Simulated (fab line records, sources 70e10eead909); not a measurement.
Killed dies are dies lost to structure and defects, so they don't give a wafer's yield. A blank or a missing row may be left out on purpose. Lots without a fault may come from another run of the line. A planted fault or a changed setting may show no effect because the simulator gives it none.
Chamber matching | flow nand_harc | NHARC_A_CONTACT_CMP_20 on cmp-04: 4 sister chambers
The step polishes, t overpolish 30 s, target thk 300 nm. 8 wafers are shown with their chamber, then 8 later ones without.

WAFERS WITH THEIR CHAMBER
wafer  | chamber | motor_current_A (A) | time_to_endpoint_s (s)
L079.2 | 0       | 15.1                | 61.6
L079.5 | 3       | 13.9                | 62.9
L084.1 | 1       | 12.1                | 54.5
L084.3 | 3       | 14.0                | 54.1
L085.2 | 0       | 14.7                | 59.6
L085.3 | 1       | 12.4                | 57.3
L085.4 | 2       | 13.3                | 58.3
L090.1 | 2       | 13.2                | 55.2

WAFERS WITHOUT THEIR CHAMBER
wafer  | motor_current_A (A) | time_to_endpoint_s (s)
L090.4 | 15.2                | 60.6
L090.5 | 12.8                | 58.4
L092.3 | 13.9                | 60.0
L092.5 | 13.7                | 63.0
L092.6 | 13.0                | 58.9
L093.1 | 14.6                | 55.5
L093.2 | 12.1                | 56.0
L093.3 | 12.8                | 56.1

WHICH CHAMBER EACH WENT THROUGH
wafer  | from the rows above     | in truth
L090.4 | 0                       | 0
L090.5 | can't be placed: 2 or 1 | 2
L092.3 | 3                       | 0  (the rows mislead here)
L092.5 | can't be placed: 3 or 2 | 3
L092.6 | 2                       | 2
L093.1 | can't be placed: 0 or 3 | 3
L093.2 | 1                       | 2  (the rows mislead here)
L093.3 | can't be placed: 2 or 1 | 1
Placed correctly: 2 of 8. Can't be placed from these rows: 4 (the true chamber is among the candidates in 4). Placed wrongly: 2.
How it was worked out, from the rows above alone: a wafer's distance from a chamber is the root of the sum, over the readings, of the square of ((its reading less the chamber's mean) divided by the reading's scatter). The wafer belongs to the nearest chamber; if the next one is less than 2 further off, it can't be placed. A chamber's mean is the mean of its shown wafers. The scatter: the root of (the sum of the squares of (reading less its chamber's mean) over the shown wafers, divided by (wafers less chambers)).
